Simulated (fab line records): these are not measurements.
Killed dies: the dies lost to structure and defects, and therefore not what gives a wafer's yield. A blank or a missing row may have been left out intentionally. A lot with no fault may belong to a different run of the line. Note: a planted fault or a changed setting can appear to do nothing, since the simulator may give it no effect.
fab line records | flow n5-finfet
record: lots: 24 wafers: 72 last-day: 18
route steps=1938 shown SD_EPI_P@303 ILD0@335 SDB@360
lots that met no fault: from a run of the same line without faults
start-h: hours from the record's opening day to when the first of the lot's shown wafers began | wait-h: how many hours have passed since the lot's step before this one | " repeats the value in the row above | L1.1+2: one row covering several wafers at once | - either no value or no given start | * or withheld: withheld | < > ~ a bound
route shown NAME@n: names a module that has steps shown in the file, with the first one's number in the route | usual: average and standard deviation across the fault-free wafers | same: alike in all rows | chamber/n: place in a boat | sites: readings site by site | _std_site: how widely they spread, as a standard deviation | _edge_site: outer sites' mean less inner sites' | radius-mm: how far each site lies from the wafer's centre | mask NAME#n: copy n | behind: the last tool/chamber to shape the wafer | hold: what put the lot on hold/how long, in hours/how the hold closed | device: whichever transistor did not switch (one of n, p or np) | end of line: the route-end tests of the same wafers | a step without rows: its recipe alone | killed: the dies lost at the first sort to structure and to defects; this is not the yield of the wafer | map: a wafer's dies, x killed, . not, _ none there
set.NAME: the setting that was run; set.NAME@STEP: the one run at that earlier step | model.NAME: the simulator's own value behind a step, which no gauge read
one table for each step of the route and one row for each wafer, over a sample of lots
services: the hour from which a tool's chamber was out of use, counted from the record's first day as start-h (under 0 if before that day), plus the number of hours and why
== steps ==
step: N5_SD_EPI_P_CD_MEAS_09
recipe: target-cd-nm: 240 landing-energy-ev: 500 detector: se-inlens
usual: cd-nm: 240.7/1
columns lot.wafer tool chamber start-h wait-h cd-nm
L074.2 cd-sem-02 0 54.65 - 241.4
L074.3 " 0 " " 241.9
L074.4 " 0 " " 241.1
L076.1 cd-sem-01 0 64.62 - 239.3
L076.2 " 0 " " 239.7
L076.4 " 0 " " 240.1
L075.3 cd-sem-02 0 65.04 - 238.8
L075.4 " 0 " " 240.1
L075.5 " 0 " " 242.0
L077.1 cd-sem-02 0 72.49 - 241.1
L077.4 " 0 " " 240.4
L077.6 " 0 " " 240.8
L078.3 cd-sem-01 0 76.73 - 240.7
L078.5 " 0 " " 239.1
L078.6 " 0 " " 239.5
L079.1 cd-sem-01 0 84.79 - 239.7
L079.2 " 0 " " 240.5
L079.6 " 0 " " 240.8
L081.2 cd-sem-02 0 99.77 - 241.5
L081.4 " 0 " " 242.2
L081.5 " 0 " " 240.5
L080.1 cd-sem-03 0 100.43 - 241.0
L080.2 " 0 " " 239.9
L080.4 " 0 " " 239.7
L082.4 cd-sem-01 0 105.80 - 241.2
L082.5 " 0 " " 241.0
L082.6 " 0 " " 239.8
L083.1 cd-sem-03 0 110.22 - 241.9
L083.2 " 0 " " 242.2
L083.6 " 0 " " 240.5
L084.3 cd-sem-02 0 117.78 - 241.1
L084.5 " 0 " " 241.2
L084.6 " 0 " " 242.2
L085.1 cd-sem-03 0 124.54 - 240.7
L085.3 " 0 " " 240.8
L085.5 " 0 " " 241.6
L086.1 cd-sem-02 0 128.27 - 241.6
L086.2 " 0 " " 240.6
L086.3 " 0 " " 241.0
L088.1 cd-sem-02 0 136.42 - 241.2
L088.4 " 0 " " 241.4
L088.5 " 0 " " 240.6
L087.1 cd-sem-02 0 138.98 - 241.1
L087.3 " 0 " " 240.5
L087.4 " 0 " " 241.5
L089.3 cd-sem-03 0 145.20 - 241.3
L089.5 " 0 " " 242.0
L089.6 " 0 " " 241.6
L090.3 cd-sem-01 0 148.16 - 240.8
L090.4 " 0 " " 240.4
L090.6 " 0 " " 239.7
L091.2 cd-sem-03 0 155.81 - 238.7
L091.3 " 0 " " 239.4
L091.6 " 0 " " 240.6
L092.2 cd-sem-01 0 159.95 - 239.2
L092.3 " 0 " " 238.9
L092.4 " 0 " " 238.6
L093.1 cd-sem-02 0 167.42 - 242.3
L093.2 " 0 " " 242.1
L093.4 " 0 " " 241.4
L094.1 cd-sem-02 0 173.52 - 240.2
L094.2 " 0 " " 241.3
L094.4 " 0 " " 240.5
L095.2 cd-sem-01 0 178.73 - 240.6
L095.3 " 0 " " 240.1
L095.4 " 0 " " 240.8
L096.3 cd-sem-02 0 187.49 - 241.9
L096.5 " 0 " " 241.4
L096.6 " 0 " " 242.0
L097.1 cd-sem-02 0 192.95 - 241.4
L097.4 " 0 " " 241.8
L097.5 " 0 " " 242.3
step: N5_SD_EPI_P_ETCH_36
recipe: chemistry: CF4 target: SiARC target-depth-a: 455 mask-material: CAR-ArF-block time-s: 75.8 ion-energy-ev: 80 pressure-mtorr: 40 source-w: 545 bias-w: 36 Ar_flow_sccm: 100 cf4-flow-sccm: 100 ends: cleared
usual: drypump-motor-current-A: 5.8/0.47 etch-rf-on-time-s: 75.4/1.7 oes-product-au: 0.67/0.08 rf-vpp-V: 183.6/1 showerhead-plenum-p-Torr: 2.11/0.035 throttle-valve-pct: 15.69/0.29
columns lot.wafer tool chamber start-h wait-h drypump-motor-current-A etch-rf-on-time-s oes-product-au rf-hours-counter-h rf-vpp-V showerhead-plenum-p-Torr throttle-valve-pct
L074.2 rie-diel-01 0 54.77 0.0 6.1 74.2 0.60 235 183.2 2.11 15.92
L074.3 " 3 " " 6.7 70.8 0.69 115 184.5 2.15 15.48
L074.4 " 1 " " 5.8 73.6 0.82 21 184.7 2.09 15.27
L076.1 rie-diel-06 0 64.75 0.0 6.2 76.9 0.80 11 183.4 2.10 15.24
L076.2 " 1 " " 5.3 79.2 0.62 181 182.1 2.07 15.54
L076.4 " 3 " " 5.0 77.1 0.66 134 183.3 2.06 15.64
L075.3 rie-diel-03 0 65.16 0.0 6.0 78.3 0.58 246 184.9 2.17 15.90
L075.4 " 2 " " 5.6 78.8 0.63 153 186.5 2.15 15.98
L075.5 " 1 " " 5.7 76.2 0.61 - 185.1 2.12 16.07
L077.1 rie-diel-01 0 72.61 0.0 6.1 75.8 0.60 240 185.1 2.11 15.92
L077.4 " 3 " " 6.7 73.8 0.66 - 183.9 2.15 15.49
L077.6 " 0 " " 6.1 75.7 0.60 - 185.7 2.11 15.92
L078.3 rie-diel-03 0 76.99 0.0 6.0 79.0 0.57 250 185.4 2.17 15.93
L078.5 " 3 " " 5.0 76.4 0.63 - 184.5 2.05 15.74
L078.6 " 2 " " 5.6 79.1 0.62 - 181.6 2.15 16.01
L079.1 rie-diel-06 3 85.36 0.0 5.0 75.7 0.66 142 182.4 2.06 15.66
L079.2 " 0 " " 6.2 76.3 0.78 19 183.3 2.10 15.25
L079.6 " 3 " " 5.0 75.8 0.66 - 183.8 2.06 15.67
L081.2 rie-diel-01 3 99.91 0.0 6.6 72.6 0.66 130 184.7 2.14 15.51
L081.4 " 1 " " 5.9 75.4 0.78 36 182.5 2.09 15.29
L081.5 " 0 " " 6.1 75.2 0.59 - 183.6 2.11 15.94
L080.1 rie-diel-06 2 100.55 0.0 5.8 73.4 0.66 156 183.2 2.14 15.83
L080.2 " 3 " " 5.0 75.8 0.66 147 183.8 2.06 15.69
L080.4 " 1 " " 5.3 77.2 0.62 184 183.8 2.07 15.56
L082.4 rie-diel-06 1 105.96 0.0 5.3 76.2 0.63 186 183.6 2.07 15.57
L082.5 " 0 " " 6.2 75.8 0.77 - 183.6 2.10 15.28
L082.6 " 3 " " 5.0 74.9 0.66 - 183.0 2.06 15.67
L083.1 rie-diel-06 2 110.34 0.0 5.8 73.0 0.65 159 182.8 2.14 15.85
L083.2 " 1 " " 5.3 76.1 0.62 187 183.3 2.07 15.55
L083.6 " 3 " " 5.0 75.7 0.65 - 183.1 2.05 15.68
L084.3 rie-diel-03 1 117.90 0.0 5.7 75.3 0.60 213 183.6 2.11 16.12
L084.5 " 1 " " 5.7 75.1 0.60 - 183.7 2.11 16.11
L084.6 " 2 " " 5.6 77.2 0.62 - 183.7 2.14 16.01
L085.1 rie-diel-01 3 124.66 0.0 6.7 73.3 0.66 139 184.0 2.14 15.54
L085.3 " 1 " " 5.8 75.3 0.77 45 183.9 2.09 15.32
L085.5 " 2 " " 6.0 75.8 0.58 - 183.3 2.10 15.90
L086.1 rie-diel-03 3 128.39 0.0 5.0 75.7 0.62 195 181.7 2.05 15.78
L086.2 " 1 " " 5.6 74.9 0.60 216 184.0 2.11 16.09
L086.3 " 2 " " 5.6 76.8 0.63 174 184.8 2.14 16.03
L088.1 rie-diel-01 2 136.77 0.0 6.1 75.0 0.57 248 184.3 2.10 15.92
L088.4 " 1 " " 5.9 74.3 0.77 49 183.2 2.08 15.33
L088.5 " 3 " " 6.7 72.1 0.66 - 183.3 2.14 15.55
L087.1 rie-diel-01 2 139.10 0.0 6.0 74.5 0.57 249 184.5 2.10 15.91
L087.3 " 1 " " 5.9 74.9 0.75 50 183.3 2.08 15.34
L087.4 " 3 " " 6.7 73.5 0.65 144 183.0 2.14 15.55
L089.3 rie-diel-06 2 145.32 0.0 5.8 73.6 0.64 170 182.2 2.14 15.88
L089.5 " 1 " " 5.3 76.6 0.61 - 181.0 2.06 15.60
L089.6 " 2 " " 5.8 72.2 0.65 - 184.0 2.14 15.87
L090.3 rie-diel-03 1 148.28 0.0 5.7 75.2 0.60 222 185.2 2.11 16.13
L090.4 " 3 " " 5.0 74.6 0.62 202 182.2 2.05 15.79
L090.6 " 2 " " 5.6 76.4 0.63 - 184.1 2.14 16.04
L091.2 rie-diel-03 0 156.06 0.0 6.0 77.0 0.78 21 184.4 2.16 15.44
L091.3 " 1 " " 5.7 76.5 0.59 224 184.4 2.11 16.12
L091.6 " 1 " " 5.7 75.4 0.60 - 185.5 2.11 16.13
L092.2 rie-diel-06 1 160.13 0.0 5.3 76.6 0.61 202 184.5 2.06 15.60
L092.3 " 2 " " 5.8 73.2 0.64 175 184.6 2.14 15.88
L092.4 " 0 " " 6.2 76.6 0.75 43 183.9 2.09 15.30
L093.1 rie-diel-03 1 167.77 0.0 5.7 75.7 0.59 228 183.9 2.11 16.13
L093.2 " 2 " " 5.6 75.9 0.63 186 182.8 2.14 16.07
L093.4 " 2 " " 5.6 77.2 0.62 - 185.2 2.14 16.06
L094.1 rie-diel-01 2 173.64 0.0 6.0 73.2 0.83 7 182.9 2.10 15.45
L094.2 " 0 " " 6.1 73.6 0.80 16 183.5 2.10 15.46
L094.4 " 1 " " 5.9 74.7 0.74 63 184.0 2.08 15.36
L095.2 rie-diel-01 1 179.12 0.0 5.8 74.5 0.75 65 183.2 2.08 15.36
L095.3 " 3 " " 6.7 71.5 0.65 154 183.3 2.14 15.56
L095.4 " 2 " " 6.1 73.1 0.82 8 184.3 2.09 15.44
L096.3 rie-diel-03 0 187.61 0.0 6.0 76.3 0.76 30 184.8 2.16 15.46
L096.5 " 1 " " 5.7 74.9 0.59 - 182.2 2.10 16.13
L096.6 " 0 " " 6.0 76.9 0.76 - 185.2 2.16 15.45
L097.1 rie-diel-03 3 193.81 0.0 4.9 75.7 0.61 212 182.5 2.04 15.82
L097.4 " 1 " " 5.7 75.9 0.59 235 182.1 2.10 16.16
L097.5 " 1 " " 5.6 76.4 0.58 - 184.1 2.10 16.14
step: N5_SD_EPI_P_EPI_MEAS_23
recipe: mode: xrd
usual: thk-nm: 60.9/1.2
columns lot.wafer tool chamber start-h wait-h thk-nm
L074.2 film-metro-02 - 58.28 1.5 61.3
L074.3 " - " " 61.1
L074.4 " - " " 62.3
L076.1 film-metro-02 - 68.25 1.8 59.0
L076.2 " - " " 61.7
L076.4 " - " " 62.2
L075.3 film-metro-02 - 68.67 1.1 60.0
L075.4 " - " " 62.2
L075.5 " - " " 62.9
L077.1 film-metro-01 - 76.96 2.4 61.9
L077.4 " - " " 59.5
L077.6 " - " " 62.8
L078.3 film-metro-02 - 81.34 1.5 61.0
L078.5 " - " " 61.1
L078.6 " - " " 60.6
L079.1 film-metro-02 - 89.71 2.4 61.2
L079.2 " - " " 59.8
L079.6 " - " " 60.4
L081.2 film-metro-01 - 103.43 1.5 59.5
L081.4 " - " " 60.6
L081.5 " - " " 59.7
L080.1 film-metro-01 - 104.41 1.9 60.8
L080.2 " - " " 60.3
L080.4 " - " " 60.3
L082.4 film-metro-01 - 110.31 1.0 60.1
L082.5 " - " " 60.5
L082.6 " - " " 58.3
L083.1 film-metro-02 - 113.85 1.8 62.1
L083.2 " - " " 61.4
L083.6 " - " " 61.2
L084.3 film-metro-01 - 121.44 1.1 59.0
L084.5 " - " " 59.8
L084.6 " - " " 59.9
L085.1 film-metro-01 - 128.17 1.8 61.6
L085.3 " - " " 61.5
L085.5 " - " " 60.8
L086.1 film-metro-01 - 131.92 1.9 60.9
L086.2 " - " " 63.7
L086.3 " - " " 59.4
L088.1 film-metro-02 - 140.28 1.8 60.4
L088.4 " - " " 60.2
L088.5 " - " " 60.7
L087.1 film-metro-02 - 142.61 1.8 59.6
L087.3 " - " " 59.4
L087.4 " - " " 60.7
L089.3 film-metro-02 - 148.83 1.1 62.7
L089.5 " - " " 59.0
L089.6 " - " " 58.9
L090.3 film-metro-02 - 152.97 1.5 62.9
L090.4 " - " " 59.7
L090.6 " - " " 60.4
L091.2 film-metro-01 - 160.45 2.0 59.9
L091.3 " - " " 60.3
L091.6 " - " " 59.6
L092.2 film-metro-02 - 163.64 1.5 60.1
L092.3 " - " " 64.4
L092.4 " - " " 62.2
L093.1 film-metro-01 - 171.28 1.8 61.5
L093.2 " - " " 60.3
L093.4 " - " " 60.1
L094.1 film-metro-01 - 177.18 1.8 61.8
L094.2 " - " " 61.1
L094.4 " - " " 58.2
L095.2 film-metro-01 - 182.79 1.5 61.2
L095.3 " - " " 62.4
L095.4 " - " " 60.6
L096.3 film-metro-02 - 191.96 1.5 61.4
L096.5 " - " " 60.3
L096.6 " - " " 61.0
L097.1 film-metro-02 - 197.32 1.8 62.0
L097.4 " - " " 59.9
L097.5 " - " " 60.5
step: N5_ILD0_LINER_00
recipe: material: SiNx target-thk-a: 40 temp-c: 400 ald-precursor-family: SiH2I2 ald-co-reactant: N2/H2-plasma pulse-time-s: 1 purge-time-s: 2 co-reactant-purge-time-s: 2 ald-cycles: 80 pressure-torr: 2
usual: heater-power-w: 828/100 precursor-pulse-height-rel: 1.001/0.021
columns lot.wafer tool chamber start-h wait-h heater-power-w precursor-pulse-height-rel
L074.2 ald-sin-01 3 59.51 0.2 799 1.012
L074.3 " 2 " " 829 1.000
L074.4 " 0 " " 703 0.999
L076.1 ald-sin-01 1 69.59 0.1 762 1.026
L076.2 " 2 " " 792 0.992
L076.4 " 3 " " 800 1.025
L075.3 ald-sin-04 2 69.71 0.1 910 0.992
L075.4 " 1 " " 850 0.995
L075.5 " 2 " " 905 0.995
L077.1 ald-sin-01 1 77.97 0.0 763 0.992
L077.4 " 0 " " 692 1.023
L077.6 " 3 " " 785 0.996
L078.3 ald-sin-01 3 82.30 0.0 789 0.994
L078.5 " 2 " " 821 1.005
L078.6 " 3 " " 776 0.996
L079.1 ald-sin-01 2 92.01 1.4 825 1.042
L079.2 " 1 " " 779 0.987
L079.6 " 0 " " 711 1.021
L081.2 ald-sin-01 0 104.40 0.0 688 1.006
L081.4 " 3 " " 817 1.038
L081.5 " 2 " " 796 0.974
L080.1 ald-sin-01 2 105.51 0.0 843 1.040
L080.2 " 0 " " 693 0.959
L080.4 " 1 " " 760 0.966
L082.4 ald-sin-02 1 111.29 0.0 1037 0.980
L082.5 " 3 " " 863 0.987
L082.6 " 2 " " 752 0.986
L083.1 ald-sin-02 0 114.81 0.0 1043 1.047
L083.2 " 3 " " 886 1.018
L083.6 " 2 " " 753 1.002
L084.3 ald-sin-02 2 122.53 0.0 744 1.008
L084.5 " 0 " " 1054 0.987
L084.6 " 3 " " 901 0.986
L085.1 ald-sin-02 3 129.32 0.2 866 0.973
L085.3 " 1 " " 1024 1.030
L085.5 " 0 " " 1041 0.972
L086.1 ald-sin-02 2 132.89 0.0 742 0.954
L086.2 " 1 " " 1031 0.971
L086.3 " 0 " " 1041 0.991
L088.1 ald-sin-01 3 141.27 0.0 798 1.016
L088.4 " 2 " " 817 1.054
L088.5 " 1 " " 768 0.987
L087.1 ald-sin-04 1 143.59 0.0 835 0.967
L087.3 " 2 " " 883 0.998
L087.4 " 0 " " 892 0.987
L089.3 ald-sin-02 0 149.85 0.0 1022 1.028
L089.5 " 1 " " 1025 1.022
L089.6 " 2 " " 751 0.988
L090.3 ald-sin-01 3 154.11 0.1 821 1.006
L090.4 " 2 " " 819 0.968
L090.6 " 3 " " 807 1.031
L091.2 ald-sin-02 2 161.44 0.0 730 1.002
L091.3 " 1 " " 1044 0.990
L091.6 " 0 " " 1023 1.025
L092.2 ald-sin-01 0 164.62 0.0 708 1.004
L092.3 " 1 " " 766 1.028
L092.4 " 3 " " 793 0.968
L093.1 ald-sin-04 1 173.25 0.0 848 1.001
L093.2 " 3 " " 688 1.008
L093.4 " 2 " " 873 0.996
L094.1 ald-sin-01 3 178.57 0.1 795 1.000
L094.2 " 2 " " 846 1.013
L094.4 " 1 " " 776 1.001
L095.2 ald-sin-04 2 186.44 2.5 891 0.996
L095.3 " 3 " " 720 1.000
L095.4 " 3 " " 701 1.017
L096.3 ald-sin-01 3 193.11 0.0 819 0.968
L096.5 " 1 " " 754 0.995
L096.6 " 2 " " 809 1.002
L097.1 ald-sin-04 2 198.51 0.0 885 0.992
L097.4 " 3 " " 712 0.970
L097.5 " 1 " " 848 1.032
step: N5_ILD0_THK_MEAS_13
usual: thk-nm: 16.9/1.2
columns lot.wafer tool chamber start-h wait-h thk-nm
L074.2 film-metro-01 - 65.94 - 16.0
L074.3 " - " " 18.5
L074.4 " - " " 15.5
L076.1 film-metro-02 - 75.79 - 16.8
L076.2 " - " " 16.1
L076.4 " - " " 16.2
L075.3 film-metro-02 - 75.92 - 18.3
L075.4 " - " " 17.9
L075.5 " - " " 18.7
L077.1 film-metro-02 - 84.16 - 15.7
L077.4 " - " " 16.7
L077.6 " - " " 15.5
L078.3 film-metro-02 - 88.50 - 18.2
L078.5 " - " " 17.5
L078.6 " - " " 16.7
L079.1 film-metro-01 - 98.22 - 16.9
L079.2 " - " " 17.4
L079.6 " - " " 17.1
L081.2 film-metro-01 - 110.59 - 16.0
L081.4 " - " " 13.8
L081.5 " - " " 15.3
L080.1 film-metro-02 - 112.15 0.2 16.5
L080.2 " - " " 15.8
L080.4 " - " " 16.0
L082.4 film-metro-02 - 117.72 - 17.9
L082.5 " - " " 17.1
L082.6 " - " " 17.3
L083.1 film-metro-02 - 121.16 - 17.3
L083.2 " - " " 15.9
L083.6 " - " " 16.1
L084.3 film-metro-01 - 128.73 - 16.5
L084.5 " - " " 16.6
L084.6 " - " " 16.2
L085.1 film-metro-01 - 136.48 - 17.1
L085.3 " - " " 15.8
L085.5 " - " " 17.2
L086.1 film-metro-01 - 139.35 - 16.5
L086.2 " - " " 16.2
L086.3 " - " " 17.4
L088.1 film-metro-02 - 147.64 - 15.7
L088.4 " - " " 15.9
L088.5 " - " " 15.9
L087.1 film-metro-01 - 149.87 - 15.8
L087.3 " - " " 15.6
L087.4 " - " " 15.9
L089.3 film-metro-02 - 156.08 - 16.5
L089.5 " - " " 18.9
L089.6 " - " " 17.1
L090.3 film-metro-02 - 160.32 - 17.0
L090.4 " - " " 18.8
L090.6 " - " " 17.9
L091.2 film-metro-02 - 167.83 - 19.2
L091.3 " - " " 16.8
L091.6 " - " " 18.5
L092.2 film-metro-01 - 170.82 - 15.6
L092.3 " - " " 16.3
L092.4 " - " " 15.9
L093.1 film-metro-01 - 179.61 - 18.8
L093.2 " - " " 18.8
L093.4 " - " " 18.3
L094.1 film-metro-01 - 186.76 - 18.1
L094.2 " - " " 16.8
L094.4 " - " " 15.6
L095.2 film-metro-02 - 192.82 - 15.1
L095.3 " - " " 15.6
L095.4 " - " " 17.9
L096.3 film-metro-01 - 199.31 - 15.0
L096.5 " - " " 17.6
L096.6 " - " " 16.3
L097.1 film-metro-02 - 204.84 - 19.1
L097.4 " - " " 18.2
L097.5 " - " " 19.1
step: N5_SDB_ETCH_17
recipe: chemistry: CF4 target: SiARC target-depth-a: 234 mask-material: CAR-ArF time-s: 39 ion-energy-ev: 80 pressure-mtorr: 40 source-w: 545 bias-w: 36 Ar_flow_sccm: 100 cf4-flow-sccm: 100 ends: cleared
usual: drypump-motor-current-A: 5.6/0.36 etch-rf-on-time-s: 38.8/0.81 oes-product-au: 0.68/0.082 rf-vpp-V: 184.6/1.1 showerhead-plenum-p-Torr: 2.18/0.067 throttle-valve-pct: 15.47/0.23
columns lot.wafer tool chamber start-h wait-h drypump-motor-current-A etch-rf-on-time-s oes-product-au rf-hours-counter-h rf-vpp-V showerhead-plenum-p-Torr throttle-valve-pct
L074.2 rie-diel-05 3 66.87 0.0 5.7 40.4 0.62 162 184.1 2.14 15.50
L074.3 " 2 " " 5.8 38.9 0.63 153 185.7 2.22 15.24
L074.4 " 0 " " 5.6 39.3 0.81 6 185.2 2.28 15.38
L076.1 rie-diel-05 3 76.62 0.0 5.7 40.1 0.62 165 184.0 2.14 15.49
L076.2 " 0 " " 5.6 39.6 0.79 9 184.9 2.27 15.40
L076.4 " 1 " " 5.4 39.2 0.59 222 184.3 2.12 15.89
L075.3 rie-diel-04 2 76.80 0.0 5.7 37.2 0.67 140 185.1 2.24 15.71
L075.4 " 0 " " 5.9 39.2 0.66 139 184.6 2.14 15.45
L075.5 " 2 " " 5.7 37.2 0.67 - 185.1 2.24 15.71
L077.1 rie-diel-04 0 84.83 0.0 5.9 38.8 0.67 141 184.3 2.14 15.46
L077.4 " 1 " " 5.3 39.2 0.59 229 184.5 2.10 15.44
L077.6 " 3 " " 5.0 37.9 0.85 - 186.4 2.27 15.18
L078.3 rie-diel-04 2 89.45 0.0 5.7 37.2 0.67 145 186.4 2.24 15.73
L078.5 " 3 " " 5.0 37.7 0.85 - 186.1 2.27 15.20
L078.6 " 0 " " 5.9 38.9 0.67 - 183.3 2.14 15.47
L079.1 rie-diel-02 2 98.85 0.0 6.5 39.3 0.67 123 183.4 2.07 15.44
L079.2 " 0 " " 5.4 39.6 0.70 81 183.5 2.17 15.38
L079.6 " 2 " " 6.6 39.2 0.67 - 183.5 2.06 15.43
L081.2 rie-diel-04 3 111.23 0.0 5.0 38.0 0.83 12 187.1 2.27 15.19
L081.4 " 1 " " 5.4 39.2 0.60 238 184.9 2.10 15.48
L081.5 " 3 " " 5.0 37.7 0.83 - 185.8 2.27 15.20
L080.1 rie-diel-04 1 112.87 0.0 5.4 39.0 0.59 239 182.5 2.10 15.46
L080.2 " 0 " " 5.9 39.0 0.66 150 185.3 2.14 15.48
L080.4 " 2 " " 5.7 36.9 0.67 152 186.1 2.23 15.73
L082.4 rie-diel-05 2 118.35 0.0 5.8 39.2 0.62 171 185.9 2.22 15.28
L082.5 " 1 " " 5.4 39.0 0.59 - 184.0 2.12 15.91
L082.6 " 0 " " 5.6 38.8 0.77 - 186.6 2.27 15.44
L083.1 rie-diel-05 2 121.67 0.0 5.8 38.7 0.62 172 183.3 2.22 15.27
L083.2 " 3 " " 5.7 39.7 0.62 181 182.1 2.14 15.55
L083.6 " 2 " " 5.8 38.6 0.62 - 184.4 2.22 15.28
L084.3 rie-diel-04 3 129.94 0.0 5.0 38.0 0.81 17 186.2 2.27 15.20
L084.5 " 0 " " 5.9 39.3 0.65 - 184.1 2.14 15.48
L084.6 " 3 " " 4.9 38.2 0.81 - 185.8 2.27 15.21
L085.1 rie-diel-02 2 137.13 0.0 6.6 39.0 0.66 136 182.0 2.06 15.47
L085.3 " 1 " " 5.4 40.7 0.57 250 184.0 2.20 16.03
L085.5 " 0 " " 5.4 39.4 0.69 - 183.2 2.17 15.41
L086.1 rie-diel-05 2 140.08 0.0 5.8 39.0 0.61 178 184.8 2.21 15.29
L086.2 " 1 " " 5.4 39.1 0.58 246 184.8 2.11 15.94
L086.3 " 3 " " 5.7 39.6 0.61 190 184.2 2.13 15.55
L088.1 rie-diel-04 0 148.28 0.0 5.9 39.2 0.65 160 183.8 2.14 15.50
L088.4 " 3 " " 5.0 37.7 0.80 - 184.0 2.27 15.22
L088.5 " 0 " " 5.9 39.2 0.65 - 185.2 2.14 15.50
L087.1 rie-diel-02 3 150.81 0.0 5.5 39.5 0.77 30 184.4 2.11 15.61
L087.3 " 0 " " 5.4 39.3 0.68 103 184.0 2.16 15.41
L087.4 " 2 " " 6.6 39.0 0.65 - 184.0 2.06 15.49
L089.3 rie-diel-05 2 156.64 0.0 5.8 38.8 0.62 185 185.2 2.21 15.27
L089.5 " 2 " " 5.8 39.0 0.61 - 184.5 2.21 15.31
L089.6 " 3 " " 5.7 39.5 0.61 - 183.8 2.13 15.55
L090.3 rie-diel-04 3 161.20 0.0 5.0 37.7 0.79 32 184.7 2.26 15.25
L090.4 " 2 " " 5.7 37.6 0.65 - 185.2 2.23 15.80
L090.6 " 0 " " 5.9 38.8 0.65 - 183.3 2.13 15.49
L091.2 rie-diel-04 2 168.74 0.0 5.7 37.7 0.65 175 185.1 2.23 15.78
L091.3 " 1 " " 5.4 38.9 0.81 3 183.7 2.09 15.00
L091.6 " 1 " " 5.4 39.0 0.82 - 182.9 2.09 15.02
L092.2 rie-diel-05 3 171.33 0.0 5.7 39.8 0.61 204 183.7 2.13 15.59
L092.3 " 2 " " 5.8 39.2 0.60 192 185.5 2.21 15.30
L092.4 " 2 " " 5.8 39.2 0.60 - 186.2 2.21 15.32
L093.1 rie-diel-04 0 180.25 0.0 5.9 39.0 0.64 174 185.0 2.13 15.52
L093.2 " 2 " " 5.7 37.9 0.64 178 184.7 2.23 15.81
L093.4 " 3 " " 4.9 38.0 0.78 38 186.7 2.26 15.24
L094.1 rie-diel-04 1 187.40 0.0 5.4 39.1 0.79 8 184.4 2.09 15.03
L094.2 " 0 " " 5.9 39.2 0.65 176 184.0 2.13 15.51
L094.4 " 3 " " 5.0 38.7 0.77 40 186.4 2.26 15.27
L095.2 rie-diel-04 0 193.45 0.0 5.9 39.5 0.64 178 184.0 2.13 15.54
L095.3 " 2 " " 5.7 38.2 0.64 182 185.9 2.22 15.80
L095.4 " 1 " " 5.4 39.1 0.79 10 183.7 2.09 15.02
L096.3 rie-diel-04 3 199.97 0.0 5.0 38.3 0.76 43 184.8 2.26 15.26
L096.5 " 3 " " 5.0 38.4 0.76 - 185.8 2.26 15.27
L096.6 " 0 " " 5.9 39.4 0.63 - 183.5 2.13 15.53
L097.1 rie-diel-05 1 205.67 0.0 5.4 37.9 0.83 7 183.8 2.11 15.44
L097.4 " 0 " " 5.6 39.5 0.72 60 184.2 2.26 15.50
L097.5 " 3 " " 5.7 39.8 0.59 - 184.6 2.13 15.61
== services ==
columns tool chamber start-h hours kind
rie-diel-04 - 33.76 2.8 pm
rie-diel-02 1 41.35 10.3 repair
ald-sin-01 - 45.26 0.7 repair
ald-sin-04 3 48.05 11.2 repair
rie-diel-04 3 57.15 - clean
rie-diel-01 2 60.91 23.0 repair
rie-diel-01 - 62.44 2.8 pm
rie-diel-06 1 71.21 24.2 repair
ald-sin-04 - 85.25 14.0 pm
rie-diel-04 - 86.97 0.2 repair
rie-diel-05 1 89.57 3.7 repair
rie-diel-03 1 103.40 9.8 repair
rie-diel-04 3 103.87 1.6 repair
ald-sin-01 1 118.26 2.5 repair
rie-diel-02 2 123.38 3.3 repair
rie-diel-02 3 124.20 18.9 repair
rie-diel-05 2 127.78 5.4 repair
rie-diel-04 0 133.20 5.6 repair
rie-diel-01 3 161.64 11.6 repair
rie-diel-03 3 167.69 6.6 repair
ald-sin-02 - 176.75 14.0 pm
ald-sin-01 - 180.58 6.0 pm
rie-diel-06 - 193.26 2.8 pm
ald-sin-02 3 194.48 6.7 repair
== key ==
fault none
